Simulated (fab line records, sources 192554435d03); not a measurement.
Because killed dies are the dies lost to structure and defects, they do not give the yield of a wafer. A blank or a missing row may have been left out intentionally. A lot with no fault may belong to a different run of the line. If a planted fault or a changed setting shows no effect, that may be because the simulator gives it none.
fab line records + flow n5_finfet
record:
- lots: 10
- wafers: 30
- last_day: 18
route steps=1938 shown BEOL_M2@917 BEOL_M3@933 BEOL_M4@1111 PASSIVATION@1936
lots that met no fault: from a run of the same line without faults
start_h: hours from the record's first day to the start of the lot's first wafer shown + wait_h: hours since the lot's step before + " repeats the value in the row above + L1.1+2: a row that stands for several wafers + - no value present, or no start provided + * or withheld: withheld + < > ~ a bound
route shown NAME@n: a module of which the file shows steps, and the number in the route of the first + usual: average and standard deviation across the fault-free wafers + same: alike in all rows + chamber/n: place in a boat + sites: each site's reading + _std_site: the standard deviation of these + _edge_site: mean of outer sites minus mean of inner sites + radius_mm: for every site, how far away it sits from the centre of the wafer + mask NAME#n: copy n + behind: the most recent tool/chamber to have shaped the wafer + hold: reason for holding the lot/hours on hold/outcome of the hold + device: the transistor (n, p or np) that didn't switch + end of line: the route-end tests of the same wafers + a step given without rows: its recipe and nothing more + killed: dies lost to structure and defects at the first sort, not the wafer's yield + map: per-die view of a wafer (x killed, . not killed, _ where there is no die)
set.NAME: the setting as run; set.NAME@STEP: as run at that earlier step + model.NAME: the simulator's own value behind a step, which no gauge read
the route's steps for a sample of lots (tables are steps, rows are wafers)
services: a tool's chamber out of use, with start hour (start_h, from the record's first day; less than 0 if before it), hours out, and reason
== steps ==
step: N5_BEOL_M2_ANNEAL_93
recipe:
- temp_c: 400
- time_s: 240
- ambient: vacuum
usual:
- heater_power_w: 783/68
| lot.wafer | tool           | chamber | start_h | wait_h | heater_power_w |
|-----------|----------------|---------|---------|--------|----------------|
| L775.2    | pvd_sputter-01 | -       | 200.01  | 0.0    | 630            |
| L775.4    | "              | -       | "       | "      | 724            |
| L775.6    | "              | -       | "       | "      | 763            |
| L777.1    | pvd_sputter-02 | -       | 205.23  | 0.0    | 816            |
| L777.2    | "              | -       | "       | "      | 918            |
| L777.5    | "              | -       | "       | "      | 770            |
| L778.2    | pvd_sputter-02 | -       | 224.05  | 0.0    | 818            |
| L778.4    | "              | -       | "       | "      | 756            |
| L778.5    | "              | -       | "       | "      | 793            |
| L786.1    | pvd_sputter-02 | -       | 236.73  | 0.0    | 911            |
| L786.4    | "              | -       | "       | "      | 792            |
| L786.5    | "              | -       | "       | "      | 760            |
| L784.1    | pvd_sputter-03 | -       | 241.31  | 0.0    | 739            |
| L784.2    | "              | -       | "       | "      | 856            |
| L784.3    | "              | -       | "       | "      | 804            |
| L785.1    | pvd_sputter-03 | -       | 255.20  | 0.0    | 795            |
| L785.4    | "              | -       | "       | "      | 716            |
| L785.6    | "              | -       | "       | "      | 865            |
| L787.1    | pvd_sputter-01 | -       | 264.35  | 0.0    | 638            |
| L787.4    | "              | -       | "       | "      | 730            |
| L787.5    | "              | -       | "       | "      | 715            |
| L792.1    | pvd_sputter-01 | -       | 278.29  | 0.0    | 628            |
| L792.3    | "              | -       | "       | "      | 749            |
| L792.5    | "              | -       | "       | "      | 742            |
| L790.1    | pvd_sputter-01 | -       | 283.43  | 0.0    | 744            |
| L790.5    | "              | -       | "       | "      | 621            |
| L790.6    | "              | -       | "       | "      | 788            |
| L793.2    | pvd_sputter-03 | -       | 296.79  | 0.0    | 809            |
| L793.4    | "              | -       | "       | "      | 732            |
| L793.6    | "              | -       | "       | "      | 739            |
step: N5_BEOL_M2_SPUTTER_96
recipe:
- material: Cu
- target_thk_a: 45
- temp_c: -20
- chamber_pressure_pa: 0.07
- power_w: withheld
- time_s: 8.29
usual:
- chuck_gas_flow_sccm: 1.26/0.05
- throttle_valve_pct: 29.5/0.77
| lot.wafer | tool           | chamber | start_h | wait_h | chuck_gas_flow_sccm | throttle_valve_pct |
|-----------|----------------|---------|---------|--------|---------------------|--------------------|
| L775.2    | pvd_sputter-01 | -       | 200.37  | 0.1    | 1.28                | 30.0               |
| L775.4    | "              | -       | "       | "      | 1.22                | 29.6               |
| L775.6    | "              | -       | "       | "      | 1.28                | 30.6               |
| L777.1    | pvd_sputter-02 | -       | 205.59  | 0.1    | 1.29                | 28.0               |
| L777.2    | "              | -       | "       | "      | 1.22                | 29.3               |
| L777.5    | "              | -       | "       | "      | 1.26                | 30.3               |
| L778.2    | pvd_sputter-02 | -       | 224.41  | 0.1    | 1.28                | 29.6               |
| L778.4    | "              | -       | "       | "      | 1.30                | 30.7               |
| L778.5    | "              | -       | "       | "      | 1.29                | 29.9               |
| L786.1    | pvd_sputter-02 | -       | 237.09  | 0.1    | 1.32                | 29.3               |
| L786.4    | "              | -       | "       | "      | 1.24                | 29.5               |
| L786.5    | "              | -       | "       | "      | 1.32                | 30.2               |
| L784.1    | pvd_sputter-03 | -       | 241.67  | 0.1    | 1.21                | 29.2               |
| L784.2    | "              | -       | "       | "      | 1.30                | 29.8               |
| L784.3    | "              | -       | "       | "      | 1.18                | 28.6               |
| L785.1    | pvd_sputter-03 | -       | 255.56  | 0.1    | 1.24                | 30.0               |
| L785.4    | "              | -       | "       | "      | 1.20                | 29.4               |
| L785.6    | "              | -       | "       | "      | 1.28                | 29.4               |
| L787.1    | pvd_sputter-01 | -       | 264.71  | 0.1    | 1.16                | 30.0               |
| L787.4    | "              | -       | "       | "      | 1.27                | 28.8               |
| L787.5    | "              | -       | "       | "      | 1.19                | 29.8               |
| L792.1    | pvd_sputter-01 | -       | 278.65  | 0.1    | 1.12                | 29.6               |
| L792.3    | "              | -       | "       | "      | 1.24                | 28.7               |
| L792.5    | "              | -       | "       | "      | 1.27                | 28.8               |
| L790.1    | pvd_sputter-01 | -       | 283.79  | 0.1    | 1.29                | 30.8               |
| L790.5    | "              | -       | "       | "      | 1.24                | 30.1               |
| L790.6    | "              | -       | "       | "      | 1.19                | 30.5               |
| L793.2    | pvd_sputter-03 | -       | 297.15  | 0.1    | 1.20                | 30.4               |
| L793.4    | "              | -       | "       | "      | 1.24                | 29.3               |
| L793.6    | "              | -       | "       | "      | 1.20                | 29.1               |
step: N5_BEOL_M2_DEP_57
recipe:
- material: SiCN
- target_thk_a: 80
- temp_c: withheld
- precursor: 3MS/NH3
- pressure_torr: 3
- rf_w: 202
- time_s: 14
usual:
- chamber_pressure_Torr: 3.000/0.0067
- rf_fwd_power_W: 199.6/0.86
- showerhead_plenum_p_Torr: 3.666/0.016
- throttle_valve_pct: 9.1/0.64
| lot.wafer | tool     | chamber | start_h | wait_h | chamber_pressure_Torr | rf_fwd_power_W | showerhead_plenum_p_Torr | throttle_valve_pct |
|-----------|----------|---------|---------|--------|-----------------------|----------------|--------------------------|--------------------|
| L775.2    | pecvd-01 | 0       | 201.37  | 0.0    | 2.999                 | 198.2          | 3.691                    | 9.2                |
| L775.4    | "        | 1       | "       | "      | 3.003                 | 200.8          | 3.664                    | 9.5                |
| L775.6    | "        | 1       | "       | "      | 3.001                 | 201.2          | 3.666                    | 9.5                |
| L777.1    | pecvd-01 | 0       | 206.57  | 0.0    | 2.999                 | 198.5          | 3.693                    | 9.3                |
| L777.2    | "        | 2       | "       | "      | 3.002                 | 201.0          | 3.658                    | 8.7                |
| L777.5    | "        | 1       | "       | "      | 3.010                 | 199.9          | 3.661                    | 9.9                |
| L778.2    | pecvd-01 | 2       | 225.39  | 0.0    | 3.001                 | 200.8          | 3.676                    | 8.4                |
| L778.4    | "        | 1       | "       | "      | 2.999                 | 200.0          | 3.653                    | 9.3                |
| L778.5    | "        | 0       | "       | "      | 3.002                 | 198.2          | 3.680                    | 9.4                |
| L786.1    | pecvd-03 | 0       | 238.13  | 0.0    | 2.999                 | 200.0          | 3.672                    | 9.7                |
| L786.4    | "        | 2       | "       | "      | 2.999                 | 199.3          | 3.674                    | 8.1                |
| L786.5    | "        | 1       | "       | "      | 2.992                 | 199.5          | 3.666                    | 9.2                |
| L784.1    | pecvd-03 | 0       | 242.65  | 0.0    | -                     | -              | -                        | -                  |
| L784.2    | "        | 2       | "       | "      | -                     | -              | -                        | -                  |
| L784.3    | "        | 1       | "       | "      | -                     | -              | -                        | -                  |
| L785.1    | pecvd-01 | 2       | 256.54  | 0.0    | -                     | -              | -                        | -                  |
| L785.4    | "        | 0       | "       | "      | -                     | -              | -                        | -                  |
| L785.6    | "        | 1       | "       | "      | -                     | -              | -                        | -                  |
| L787.1    | pecvd-03 | 0       | 265.70  | 0.0    | 3.000                 | 198.9          | 3.680                    | 10.1               |
| L787.4    | "        | 0       | "       | "      | 3.004                 | 199.4          | 3.682                    | 9.7                |
| L787.5    | "        | 1       | "       | "      | 3.006                 | 200.3          | 3.665                    | 9.1                |
| L792.1    | pecvd-04 | 1       | 279.69  | 0.0    | 2.996                 | 198.6          | 3.668                    | 9.0                |
| L792.3    | "        | 0       | "       | "      | 2.997                 | 200.1          | 3.614                    | 9.9                |
| L792.5    | "        | 0       | "       | "      | 3.002                 | 199.9          | 3.623                    | 9.5                |
| L790.1    | pecvd-03 | 0       | 284.82  | 0.0    | 2.997                 | 199.8          | 3.680                    | 10.1               |
| L790.5    | "        | 1       | "       | "      | 2.997                 | 199.4          | 3.657                    | 8.8                |
| L790.6    | "        | 2       | "       | "      | 2.997                 | 199.8          | 3.664                    | 8.2                |
| L793.2    | pecvd-01 | 1       | 298.13  | 0.0    | 3.000                 | 201.3          | 3.671                    | 9.7                |
| L793.4    | "        | 1       | "       | "      | 2.997                 | 201.6          | 3.662                    | 9.7                |
| L793.6    | "        | 0       | "       | "      | 3.000                 | 198.0          | 3.685                    | 9.0                |
step: N5_BEOL_M3_PECVD_72
recipe:
- material: SiO2
- target_thk_a: 160
- temp_c: 400
- precursor: TEOS/O2
- pressure_torr: 5.5
- rf_w: 450
- teos_flow_sccm: 53.8
- gas: O2
- flow_sccm: 3000
- time_s: 18
usual:
- heater_power_w: 700/86
- showerhead_plenum_p_Torr: 8.79/0.08
- throttle_valve_pct: 22.8/1.1
| lot.wafer | tool     | chamber | start_h | wait_h | heater_power_w | showerhead_plenum_p_Torr | throttle_valve_pct |
|-----------|----------|---------|---------|--------|----------------|--------------------------|--------------------|
| L775.2    | pecvd-01 | 0       | 201.63  | 0.0    | 792            | 8.87                     | 22.7               |
| L775.4    | "        | 1       | "       | "      | 752            | 8.76                     | 23.2               |
| L775.6    | "        | 1       | "       | "      | 745            | 8.76                     | 23.3               |
| L777.1    | pecvd-02 | 1       | 206.82  | 0.0    | 716            | 8.84                     | 23.5               |
| L777.2    | "        | 0       | "       | "      | 652            | 8.73                     | 22.5               |
| L777.5    | "        | 1       | "       | "      | 712            | 8.83                     | 23.6               |
| L778.2    | pecvd-01 | 0       | 225.63  | 0.0    | 704            | 8.88                     | 22.6               |
| L778.4    | "        | 2       | "       | "      | 660            | 8.81                     | 20.6               |
| L778.5    | "        | 1       | "       | "      | 774            | 8.78                     | 23.7               |
| L786.1    | pecvd-01 | 0       | 238.36  | 0.0    | 801            | 8.87                     | 22.8               |
| L786.4    | "        | 1       | "       | "      | 820            | 8.75                     | 23.4               |
| L786.5    | "        | 2       | "       | "      | 716            | 8.82                     | 20.9               |
| L787.1    | pecvd-01 | 0       | 265.93  | 0.0    | 710            | 8.86                     | 22.8               |
| L787.4    | "        | 1       | "       | "      | 694            | 8.77                     | 23.3               |
| L787.5    | "        | 2       | "       | "      | 812            | 8.81                     | 20.9               |
| L792.1    | pecvd-04 | 2       | 279.92  | 0.0    | 523            | 8.77                     | 19.9               |
| L792.3    | "        | 1       | "       | "      | 623            | 8.77                     | 22.4               |
| L792.5    | "        | 0       | "       | "      | 572            | 8.55                     | 23.4               |
| L790.1    | pecvd-02 | 1       | 285.06  | 0.0    | 739            | 8.86                     | 23.8               |
| L790.5    | "        | 1       | "       | "      | 711            | 8.83                     | 23.9               |
| L790.6    | "        | 0       | "       | "      | 768            | 8.74                     | 22.7               |
| L793.2    | pecvd-04 | 1       | 298.36  | 0.0    | 521            | 8.80                     | 22.3               |
| L793.4    | "        | 0       | "       | "      | 637            | 8.54                     | 23.6               |
| L793.6    | "        | 1       | "       | "      | 526            | 8.83                     | 22.3               |
step: N5_BEOL_M4_RC_MEAS_101
usual:
- DIBL_N: 36.3/1.2
- DIBL_P: 36.3/1.4
- IOFF_N: 0.157/0.02
- IOFF_P: 0.22/0.033
- ION_N: 675/9.6
- ION_P: 465/8.2
- SS_N: 71.4/0.45
- SS_P: 73.3/0.54
- VT_N: 249.8/2.5
- VT_P: -249/3.2
| lot.wafer | tool      | chamber | start_h | wait_h | DIBL_N[mV/V] | DIBL_P[mV/V] | IOFF_N[nA/um] | IOFF_P[nA/um] | ION_N[uA/um] | ION_P[uA/um] | SS_N[mV/dec] | SS_P[mV/dec] | VT_N[mV] | VT_P[mV] |
|-----------|-----------|---------|---------|--------|--------------|--------------|---------------|---------------|--------------|--------------|--------------|--------------|----------|----------|
| L775.2    | prober-02 | 0       | 231.51  | 0.2    | 37.3         | 37.8         | 0.178         | 0.22          | 683          | 471          | 72.2         | 72.9         | 244.7    | -250     |
| L775.4    | "         | 0       | "       | "      | 37.8         | 38.3         | 0.186         | 0.24          | 679          | 472          | 72.5         | 73.4         | 248.3    | -250     |
| L775.6    | "         | 0       | "       | "      | 36.0         | 35.7         | 0.139         | 0.19          | 670          | 463          | 71.3         | 72.7         | 251.5    | -252     |
| L777.1    | prober-02 | 0       | 234.49  | 0.0    | 37.6         | 37.5         | 0.184         | 0.22          | 686          | 470          | 71.3         | 73.1         | 244.6    | -247     |
| L777.2    | "         | 0       | "       | "      | 35.8         | 34.8         | 0.135         | 0.17          | 662          | 449          | 71.1         | 72.5         | 250.2    | -251     |
| L777.5    | "         | 0       | "       | "      | 35.3         | 34.3         | 0.135         | 0.17          | 664          | 458          | 71.0         | 72.0         | 251.1    | -251     |
| L778.2    | prober-01 | 0       | 248.07  | 0.2    | 37.8         | 36.3         | 0.164         | 0.23          | 671          | 462          | 72.0         | 73.7         | 251.0    | -246     |
| L778.4    | "         | 0       | "       | "      | 37.8         | 36.7         | 0.176         | 0.25          | 688          | 474          | 71.1         | 73.4         | 247.2    | -245     |
| L778.5    | "         | 0       | "       | "      | 37.6         | 35.7         | 0.170         | 0.23          | 684          | 472          | 71.6         | 73.5         | 248.2    | -247     |
| L786.1    | prober-02 | 0       | 274.00  | 0.0    | 36.0         | 35.9         | 0.160         | 0.20          | 683          | 463          | 71.2         | 73.4         | 249.9    | -250     |
| L786.4    | "         | 0       | "       | "      | 36.0         | 36.1         | 0.152         | 0.20          | 672          | 461          | 71.7         | 72.8         | 249.2    | -252     |
| L786.5    | "         | 0       | "       | "      | 36.0         | 36.1         | 0.159         | 0.20          | 685          | 463          | 71.2         | 72.5         | 248.5    | -251     |
| L787.1    | prober-02 | 0       | 299.64  | 0.0    | 35.0         | 35.0         | 0.143         | 0.25          | 674          | 464          | 72.2         | 73.6         | 251.8    | -248     |
| L787.4    | "         | 0       | "       | "      | 35.3         | 35.0         | 0.149         | 0.23          | 677          | 472          | 71.7         | 73.6         | 252.1    | -247     |
| L787.5    | "         | 0       | "       | "      | 34.5         | 33.3         | 0.137         | 0.21          | 687          | 473          | 71.4         | 73.2         | 250.9    | -248     |
| L792.1    | prober-01 | 0       | 307.20  | 0.0    | 35.7         | 36.1         | 0.147         | 0.25          | 673          | 469          | 71.2         | 73.3         | 249.2    | -246     |
| L792.3    | "         | 0       | "       | "      | 37.4         | 37.9         | 0.182         | 0.28          | 675          | 473          | 71.5         | 74.0         | 246.1    | -245     |
| L792.5    | "         | 0       | "       | "      | 36.5         | 36.6         | 0.170         | 0.26          | 667          | 464          | 71.8         | 73.9         | 247.4    | -246     |
| L790.1    | prober-02 | 0       | 308.98  | 0.0    | 38.3         | 38.4         | 0.206         | 0.26          | 675          | 463          | 72.1         | 74.6         | 247.8    | -247     |
| L790.5    | "         | 0       | "       | "      | 37.7         | 38.6         | 0.195         | 0.26          | 675          | 467          | 72.2         | 73.5         | 247.5    | -249     |
| L790.6    | "         | 0       | "       | "      | 38.1         | 38.6         | 0.199         | 0.26          | 692          | 474          | 71.5         | 73.9         | 244.4    | -245     |
| L793.2    | prober-02 | 0       | 331.82  | 0.2    | 38.2         | 39.2         | 0.187         | 0.29          | 688          | 471          | 71.6         | 74.1         | 249.0    | -242     |
| L793.4    | "         | 0       | "       | "      | 34.8         | 34.9         | 0.119         | 0.20          | 665          | 470          | 70.4         | 72.6         | 251.8    | -248     |
| L793.6    | "         | 0       | "       | "      | 39.5         | 40.7         | 0.208         | 0.34          | 685          | 478          | 71.7         | 74.1         | 247.2    | -243     |
step: N5_PASSIVATION_PROBE_49
usual:
- defect_limited_yield: 91.1/1.4
- killed_at_M0_to_M3: 33/10
- killed_at_M4_up: 15/5.8
- killed_at_contacts: 13/5.9
- killed_at_front_end: 39/11
- killed_at_other: 4/3.6
- killed_dies: 105/16
- killed_on_rim: 13/3.7
- killed_open: 68/11
- killed_short: 34/7.8
- sort_bin_5_function: 5.2/0.88
- sort_bin_6_memory: 3.3/0.61
- sort_n_pass: 1075/16
- sort_yield_pct: 91.1/1.4
same:
- gross_dies: 1180
- killed_at_back_side: 0
- sort_bin_4_leakage[%]: 0
- sort_bin_8_speed[%]: 0
| lot.wafer | tool      | chamber | start_h | wait_h | defect_limited_yield[%] | killed_at_M0_to_M3 | killed_at_M4_up | killed_at_contacts | killed_at_front_end | killed_at_other | killed_dies | killed_on_rim | killed_open | killed_short | sort_bin_5_function[%] | sort_bin_6_memory[%] | sort_n_pass | sort_yield_pct[%] |
|-----------|-----------|---------|---------|--------|-------------------------|--------------------|-----------------|--------------------|---------------------|-----------------|-------------|---------------|-------------|--------------|------------------------|----------------------|-------------|-------------------|
| L778.2    | prober-02 | -       | 356.40  | 0.1    | 92.0                    | 32                 | 9               | 16                 | 30                  | 7               | 94          | 12            | 65          | 27           | 4.8                    | 2.8                  | 1086        | 92.0              |
| L778.4    | prober-02 | -       | 356.50  | 0.2    | 90.1                    | 43                 | 13              | 9                  | 48                  | 4               | 117         | 11            | 77          | 39           | 6.1                    | 3.6                  | 1063        | 90.1              |
| L778.5    | prober-02 | -       | 356.55  | 0.2    | 91.7                    | 24                 | 10              | 14                 | 45                  | 5               | 98          | 12            | 67          | 29           | 5.3                    | 2.8                  | 1082        | 91.7              |
| L784.1    | prober-02 | -       | 375.67  | 0.0    | 0                       | 1067               | 23              | 8                  | 72                  | 10              | 1180        | 152           | 83          | 48           | 94.7                   | 4.6                  | 0           | 0                 |
| L784.2    | prober-02 | -       | 375.72  | 0.1    | 0                       | 1119               | 10              | 10                 | 40                  | 1               | 1180        | 152           | 52          | 30           | 97.2                   | 2.5                  | 0           | 0                 |
| L784.3    | prober-02 | -       | 375.77  | 0.1    | 0                       | 1085               | 13              | 11                 | 61                  | 10              | 1180        | 152           | 81          | 40           | 95.9                   | 3.5                  | 0           | 0                 |
| L785.1    | prober-02 | -       | 385.70  | 0.0    | 0                       | 1114               | 12              | 15                 | 37                  | 2               | 1180        | 152           | 71          | 31           | 95.9                   | 3.7                  | 0           | 0                 |
| L785.4    | prober-02 | -       | 385.85  | 0.2    | 0                       | 1089               | 19              | 14                 | 58                  | 0               | 1180        | 152           | 84          | 29           | 95.8                   | 3.9                  | 0           | 0                 |
| L785.6    | prober-02 | -       | 385.95  | 0.3    | 0                       | 1117               | 9               | 13                 | 41                  | 0               | 1180        | 152           | 53          | 34           | 96.8                   | 2.8                  | 0           | 0                 |
killed by level:class
L778.2 MOL_CONTACT_COAG:geometric_particle:open=13 BEOL_M2:geometric_particle:open=9 FIN_SAQP:geometric_particle:open=7 BEOL_M1:geometric_particle:open=7 FIN_SAQP:geometric_particle:short=5 BEOL_M0_SAQP:geometric_particle:short=4 STI_FIN_REVEAL:geometric_particle:open=3 BEOL_M0:geometric_particle:open=3
L778.4 BEOL_M2:geometric_particle:open=13 FIN_SAQP:geometric_particle:open=11 BEOL_M0_SAQP:geometric_particle:short=11 MOL_CONTACT_COAG:geometric_particle:open=8 BEOL_M0_SAQP:geometric_particle:open=8 DUMMY_GATE:geometric_particle:open=7 STI_FIN_REVEAL:geometric_particle:short=7 STI_FIN_REVEAL:geometric_particle:open=6
L778.5 FIN_SAQP:geometric_particle:open=13 STI_FIN_REVEAL:geometric_particle:open=10 MOL_CONTACT_COAG:geometric_particle:open=9 BEOL_M1:geometric_particle:open=8 FIN_SAQP:geometric_particle:short=6 MOL_CONTACT_COAG:geometric_particle:short=5 DUMMY_GATE:geometric_particle:open=4 STI_FIN_REVEAL:geometric_particle:short=3
L784.1 BEOL_M2:area_dep=1044 FIN_SAQP:geometric_particle:short=17 FIN_SAQP:geometric_particle:open=15 STI_FIN_REVEAL:geometric_particle:open=13 GATE_CUT:geometric_particle:short=11 BEOL_M2:geometric_particle:open=10 BEOL_M4:geometric_particle:open=9 MOL_CONTACT_COAG:geometric_particle:open=6
L784.2 BEOL_M2:area_dep=1096 FIN_SAQP:geometric_particle:short=11 MOL_CONTACT_COAG:geometric_particle:open=10 BEOL_M2:geometric_particle:open=8 FIN_SAQP:geometric_particle:open=7 BEOL_M3:geometric_particle:open=6 STI_FIN_REVEAL:geometric_particle:open=5 ILD0:geometric_particle:short=4
L784.3 BEOL_M2:area_dep=1058 FIN_SAQP:geometric_particle:open=19 BEOL_M2:geometric_particle:open=13 FIN_SAQP:geometric_particle:short=10 MOL_CONTACT_COAG:geometric_particle:open=8 ILD0:geometric_particle:open=7 BEOL_M4:geometric_particle:open=7 STI_FIN_REVEAL:geometric_particle:open=5
L785.1 BEOL_M2:area_dep=1077 MOL_CONTACT_COAG:geometric_particle:open=11 BEOL_M2:geometric_particle:open=10 GATE_CUT:geometric_particle:short=7 BEOL_M1:geometric_particle:open=6 BEOL_M3:geometric_particle:open=6 BEOL_M4:geometric_particle:open=6 FIN_SAQP:geometric_particle:short=5
L785.4 BEOL_M2:area_dep=1064 STI_FIN_REVEAL:geometric_particle:open=19 MOL_CONTACT_COAG:geometric_particle:open=13 BEOL_M1:geometric_particle:open=8 GATE_CUT:geometric_particle:short=7 DUMMY_GATE:geometric_particle:open=6 STI_FIN_REVEAL:geometric_particle:short=4 BEOL_M0_SAQP:geometric_particle:open=4
L785.6 BEOL_M2:area_dep=1091 MOL_CONTACT_COAG:geometric_particle:open=12 BEOL_M3:geometric_particle:open=8 STI_FIN_REVEAL:geometric_particle:open=7 GATE_CUT:geometric_particle:short=7 STARTING-WAFER:geometric_particle:open=5 FIN_SAQP:geometric_particle:short=4 BEOL_M1:geometric_particle:open=4
== services ==
| tool           | chamber | start_h | hours | kind                          |
|----------------|---------|---------|-------|-------------------------------|
| pvd_sputter-02 | -       | 185.64  | 12.6  | repair                        |
| pecvd-03       | 2       | 188.00  | 18.4  | repair                        |
| pecvd-04       | 2       | 196.43  | 5.5   | scheduled_down                |
| pecvd-01       | 2       | 196.46  | 8.4   | repair                        |
| pecvd-04       | 2       | 202.38  | -     | clean                         |
| pecvd-04       | 2       | 202.38  | -     | consumable_replace:showerhead |
| pecvd-04       | 2       | 202.38  | 29.0  | scheduled_down                |
| pecvd-04       | 2       | 202.38  | 29.0  | vent_cycle                    |
| pecvd-03       | -       | 205.57  | 2.8   | pm                            |
| pecvd-04       | -       | 229.84  | 4.3   | pm                            |
| pecvd-04       | -       | 236.77  | 3.5   | repair                        |
| pecvd-04       | -       | 257.15  | 0.9   | repair                        |
| pecvd-04       | 0       | 267.48  | 5.5   | scheduled_down                |
| pecvd-01       | 2       | 275.48  | 5.5   | scheduled_down                |
| pecvd-01       | 0       | 280.94  | 2.1   | scheduled_down                |
| pecvd-02       | 1       | 291.17  | 6.9   | repair                        |
| pecvd-04       | -       | 292.11  | 1.9   | repair                        |
== key ==
first_sign:
- step: N5_BEOL_M2_DEP_57
- reading: tool_record
- direction: missing
effect:
- step: N5_PASSIVATION_PROBE_49
- reading: killed_at_M0_to_M3
- direction: up
- sigmas: 99+
- usual: 33
- struck: 1098
more_kills_born_at:
- N5_BEOL_M2_DEP_57@pecvd-01: 3232
- N5_BEOL_M2_DEP_57@pecvd-03: 3198
met_at N5_BEOL_M2_DEP_57
struck_lots L784,L785
later_rows_left_out L784.1,L784.2,L784.3,L785.1,L785.4,L785.6
not_acting_at N5_BEOL_M2_ANNEAL_93,N5_BEOL_M2_SPUTTER_96,N5_BEOL_M3_PECVD_72
onset_between 225.39 242.65
fault:
- kind: skipped_step_whole
- tool: pecvd-01,pecvd-03
- chamber: -
- onset_h: 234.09
- steps: N5_BEOL_M2_DEP_57
- scope: struck_lots_only
later_rows_left_out: the simulator's readings of these wafers behind a module that went badly wrong aren't trusted and aren't shown, but for the sort
